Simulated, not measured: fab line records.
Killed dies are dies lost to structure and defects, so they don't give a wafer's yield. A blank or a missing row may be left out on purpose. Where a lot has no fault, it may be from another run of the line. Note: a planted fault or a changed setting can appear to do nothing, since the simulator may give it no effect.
A struck lot beside a sound one :: flow nandHarc :: 31 out of 1159 route steps
Sound: wafers L827.2, L827.5, L827.6. Struck: wafers L830.1, L830.4. (L830.3 of the same lot was not struck and is left out.) The cause comes at the end.
At each step with rows: each side's tool, then ch and its chambers, then its first start. Under that, the readings that differ: sound wafers :: struck wafers :: difference of the means :: sigmas: that difference in standard deviations of wafers without a fault.
alike: a reading whose means differ by less than 2 such deviations, as well as words and numbers matching on both sides. not compared: withheld readings; readings where some wafer has no value; bounds like >300 that might hide an equal value; numbers whose values overlap and for which the record gives no deviation.
Wherever a step has rows on one side only, a row that says differs or no value, or a row with sigmas, the two part there. Numbers that don't overlap but have no deviation are shown without sigmas and don't part them. A reading missing from all wafers of one side parts the sides only when that side holds two or more wafers.

first, 1 step without rows for these wafers: NHARC_A_CHANNEL_HOLE_D1_DEVELOP_09 (develop time 35 s).
NHARC_A_CHANNEL_HOLE_D1_CD_MEAS_10: target cd 100 nm.
  sound on cdSem-01 ch 0, day 8 20:33; struck on cdSem-02 ch 0, day 9 06:47
  alike: cdNm
NHARC_A_CHANNEL_HOLE_D1_OVL_MEAS_11:
  struck on overlay-01, day 9 06:52; sound on overlay-01, day 8 20:38
  alike: overlayXNm, overlayYNm
NHARC_A_CHANNEL_HOLE_D1_INSPECT_12:
  struck on defectInspect-02, day 9 06:55; sound on defectInspect-01, day 8 20:40
  alike: rawDefectCount
then, 5 steps without rows for these wafers: NHARC_A_CHANNEL_HOLE_D1_DESCUM_15 (chemistry O2, time 3 s); NHARC_A_CHANNEL_HOLE_D1_ETCH_38 (etches the open film in CF4, target depth 39 nm, time 65 s); NHARC_A_CHANNEL_HOLE_D1_ETCH_39 (etches the open film in N2/H2, target depth 260 nm, time 325 s); NHARC_A_CHANNEL_HOLE_D1_ETCH_34 (etches the open film in CF4/CHF3, target depth 154 nm, time 77 s); NHARC_A_CHANNEL_HOLE_D1_ETCH_16 (etches the open film in O2/COS, target depth 3100 nm, time 806 s).
NHARC_A_CHANNEL_HOLE_D1_CD_MEAS_18:
  struck on cdSem-01, day 9 08:21; sound on cdSem-03, day 8 21:51
  alike: cdNm
NHARC_A_CHANNEL_HOLE_D1_ETCH_19: etches the open film in C4F8/O2/Ar, time 34.5 s.
  sound on harEtch-01 ch 0,1, day 8 21:56; struck on harEtch-02 ch 1, day 9 11:35
reading: drypumpMotorCurrentA (A)
sound: 5.08 5.07 5.60
struck: 5.89 5.84
difference: +0.62
sigmas: +2
  alike: c4f8FlowSccm, escClampCurrentUA, showerheadPlenumPTorr, throttleValvePct
  not compared: rfHoursCounterH
then, 1 step without rows for these wafers: NHARC_A_CHANNEL_HOLE_D1_ETCH_20 (etches the open film in C4F8/O2/Ar, time 361.9 s, target depth 1600 nm).
NHARC_A_CHANNEL_HOLE_D1_ETCH_21: etches the open film in C4F8/O2/Ar, time 514.3 s, target depth 1600 nm.
  sound on harEtch-01 ch 0,1, day 8 22:25; struck on harEtch-02 ch 1, day 9 12:00
reading: drypumpMotorCurrentA (A)
sound: 5.10 5.10 5.59
struck: 5.87 5.85
difference: +0.60
sigmas: +2

reading: throttleValvePct (%)
sound: 32.185 32.164 32.151
struck: 32.140 32.143
difference: -0.025
sigmas: -3
  alike: c4f8FlowSccm, escClampCurrentUA, showerheadPlenumPTorr
  not compared: rfHoursCounterH
NHARC_A_CHANNEL_HOLE_D1_ETCH_22: etches the open film in C4F8/O2/Ar, time 666.7 s, target depth 1600 nm.
  sound on harEtch-01 ch 0,1, day 8 22:52; struck on harEtch-02 ch 1, day 9 12:26
reading: drypumpMotorCurrentA (A)
sound: 5.09 5.08 5.61
struck: 5.91 5.86
difference: +0.62
sigmas: +2
  alike: c4f8FlowSccm, escClampCurrentUA, showerheadPlenumPTorr, throttleValvePct
  not compared: rfHoursCounterH
NHARC_A_CHANNEL_HOLE_D1_ETCH_23: etches the open film in C4F8/O2/Ar, time 819 s, target depth 1600 nm.
  sound on harEtch-01 ch 0,1, day 8 23:28; struck on harEtch-02 ch 1, day 9 13:01
reading: drypumpMotorCurrentA (A)
sound: 5.09 5.10 5.61
struck: 5.89 5.87
difference: +0.61
sigmas: +2
  alike: c4f8FlowSccm, escClampCurrentUA, showerheadPlenumPTorr, throttleValvePct
  not compared: rfHoursCounterH
NHARC_A_CHANNEL_HOLE_D1_ETCH_24: etches the open film in C4F8/O2/Ar, time 906.2 s, target depth 1500 nm.
  sound on harEtch-01 ch 0,1, day 9 00:10; struck on harEtch-02 ch 1, day 9 13:41
reading: drypumpMotorCurrentA (A)
sound: 5.10 5.10 5.62
struck: 5.90 5.91
difference: +0.63
sigmas: +2
  alike: c4f8FlowSccm, escClampCurrentUA, showerheadPlenumPTorr, throttleValvePct
  not compared: rfHoursCounterH
NHARC_A_CHANNEL_HOLE_D1_ETCH_25: etches the open film in C4F8/O2/Ar, time 1040.2 s, target depth 1500 nm.
  sound on harEtch-01 ch 0,1, day 9 00:56; struck on harEtch-02 ch 1, day 9 14:28
reading: drypumpMotorCurrentA (A)
sound: 5.09 5.08 5.60
struck: 5.87 5.87
difference: +0.61
sigmas: +2
  alike: c4f8FlowSccm, escClampCurrentUA, showerheadPlenumPTorr, throttleValvePct
  not compared: rfHoursCounterH
then, 9 steps without rows for these wafers: NHARC_A_CHANNEL_HOLE_D1_ETCH_26 (etches the open film in C4F8/O2/Ar, time 224.1 s, target depth 300 nm); NHARC_A_CHANNEL_HOLE_D1_ETCH_33 (etches the open film in C4F8/O2/Ar, time 90 s, target depth 400 nm); NHARC_A_CHANNEL_HOLE_D1_STRIP_41 (strips in N2/H2); NHARC_A_CHANNEL_HOLE_D1_STRIP_42 (strips in CF4/CHF3); NHARC_A_CHANNEL_HOLE_D1_STRIP_43 (strips in O2/COS); NHARC_A_CHANNEL_HOLE_D1_ETCH_44 (etches the open film in CF4/O2, target depth 140 nm, overetch 14 nm, time 77 s); NHARC_A_CHANNEL_HOLE_D1_STRIP_27 (strips in O2); NHARC_A_CHANNEL_HOLE_D1_PRECLEAN_28 (cleans in SC1); NHARC_A_CHANNEL_HOLE_D1_SRD_29.
NHARC_A_CHANNEL_HOLE_D1_CD_MEAS_30:
  struck on cdSem-03, day 9 17:04; sound on cdSem-01, day 9 03:25
  alike: cdNm
then, 1 step without rows for these wafers: NHARC_A_CHANNEL_HOLE_D1_XSEM_31.
NHARC_A_CHANNEL_HOLE_D1_INSPECT_40:
  struck on defectInspect-01, day 9 17:14; sound on defectInspect-02, day 9 03:37
reading: rawDefectCount
sound: 64 84 83
struck: 610 590
difference: +523
sigmas: +31
then, 1 step without rows for these wafers: NHARC_A_CHANNEL_FILL_D1_PRECLEAN_00 (cleans in SC1).
-- jump in the record: it breaks off in module A_CHANNEL_FILL_D1 and resumes in module END (first step shown: number 1159 of the route), and 11 days separate the struck wafers' starts before and after --
NHARC_END_SORT_01:
  here the record holds rows for the struck wafers (prober-02 ch 0, day 20 11:04) but none for the sound ones

WHERE THEY PART
Earliest at NHARC_A_CHANNEL_HOLE_D1_ETCH_19; latest, in this record, at NHARC_END_SORT_01.

WHY: whatever the simulator had introduced
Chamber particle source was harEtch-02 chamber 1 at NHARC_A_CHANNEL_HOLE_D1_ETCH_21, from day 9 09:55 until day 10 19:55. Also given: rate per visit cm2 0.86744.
